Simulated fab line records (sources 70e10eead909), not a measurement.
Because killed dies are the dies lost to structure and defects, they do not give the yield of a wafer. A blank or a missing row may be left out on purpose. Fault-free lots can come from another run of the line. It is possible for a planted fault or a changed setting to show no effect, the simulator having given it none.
Which tool did it? -- flow nand_harc -- Sampling: 6 lots, 18 wafers, 5 of 1159 route steps

== WHAT EACH GAUGE READ, for each wafer ==
NHARC_END_SORT_01.
lot,measured,on,killed_at_array
L482,day 26 23:06,prober-02,675 677 675
L492,day 27 19:00,prober-01,44 52 41
L483,day 28 06:14,prober-02,42 47 49
L493,day 29 13:28,prober-02,42 31 32

== WHAT TOOL EACH LOT RAN ON (gives the tool, then ch and the chambers of the sampled wafers, and finally the start) ==
lot,NHARC_A_CONTACT_ETCH_49,NHARC_A_CONTACT_ETCH_111,NHARC_A_CONTACT_ETCH_115,NHARC_A_CONTACT_ETCH_118
L473,"rie_diel-04 ch 1,2, day 19 20:16 or earlier","har_cap_etch-03 ch 0,1, day 19 20:16","har_cap_etch-03 ch 0,1, day 19 20:44","har_cap_etch-03 ch 0,1, day 19 21:01"
L476,"rie_diel-06 ch 0,1,2, day 20 17:36 or earlier","har_cap_etch-01 ch 0,1, day 20 17:36","har_cap_etch-01 ch 0,1, day 20 18:10","har_cap_etch-01 ch 0,1, day 20 18:31"
L482,"rie_diel-04 ch 1,2, day 21 18:33 or earlier","har_cap_etch-03 ch 0,1, day 21 18:33","har_cap_etch-03 ch 0,1, day 21 19:10","har_cap_etch-03 ch 0,1, day 21 19:26"
L492,"rie_diel-06 ch 0,1,3, day 22 21:44 or earlier","har_cap_etch-03 ch 0,1, day 22 21:44","har_cap_etch-03 ch 0,1, day 22 22:11","har_cap_etch-03 ch 0,1, day 22 22:28"
L483,"rie_diel-04 ch 1,2,3, day 23 11:11 or earlier","har_cap_etch-03 ch 0,1, day 23 11:11","har_cap_etch-03 ch 0,1, day 23 11:39","har_cap_etch-03 ch 0,1, day 23 11:55"
L493,"rie_diel-06 ch 0,2,3, day 24 05:17 or earlier","har_cap_etch-01 ch 0,1, day 24 05:17","har_cap_etch-01 ch 0,1, day 24 05:46","har_cap_etch-01 ch 0,1, day 24 06:02"
- NHARC_A_CONTACT_ETCH_49: etches the open film in N2/H2, target depth 260 nm, time 475.3 s.
- NHARC_A_CONTACT_ETCH_111: etches the open film in C4F8/O2/Ar, time 140 s, target depth 700 nm.
- NHARC_A_CONTACT_ETCH_115: etches the open film in C4F8/O2/Ar, time 94 s, target depth 922 nm.
- NHARC_A_CONTACT_ETCH_118: etches the open film in C4F8/O2/Ar, time 94 s, target depth 922 nm.

== THE ANSWER, worked out from the rows above alone ==
Rule: what is usual is taken from the lots themselves. The widest of any qualifying gaps counts: lots, ordered by their means at a reading, are off when they make up no more than a third of the lots, leave a main group of 4 or more, and stand apart from it by 3 or more times the standard deviation of that group's means. The tables above print the reading to a certain number of digits; a main group whose means all agree to those digits is not used. A lot without any number at a reading at which 4 lots or more have one is off too. Where the step has rows for the other lots, those lots are counted as sound.
Nothing can be told from this: no lot is off at any reading shown.

== WHAT THE SIMULATOR HAD PUT IN ==
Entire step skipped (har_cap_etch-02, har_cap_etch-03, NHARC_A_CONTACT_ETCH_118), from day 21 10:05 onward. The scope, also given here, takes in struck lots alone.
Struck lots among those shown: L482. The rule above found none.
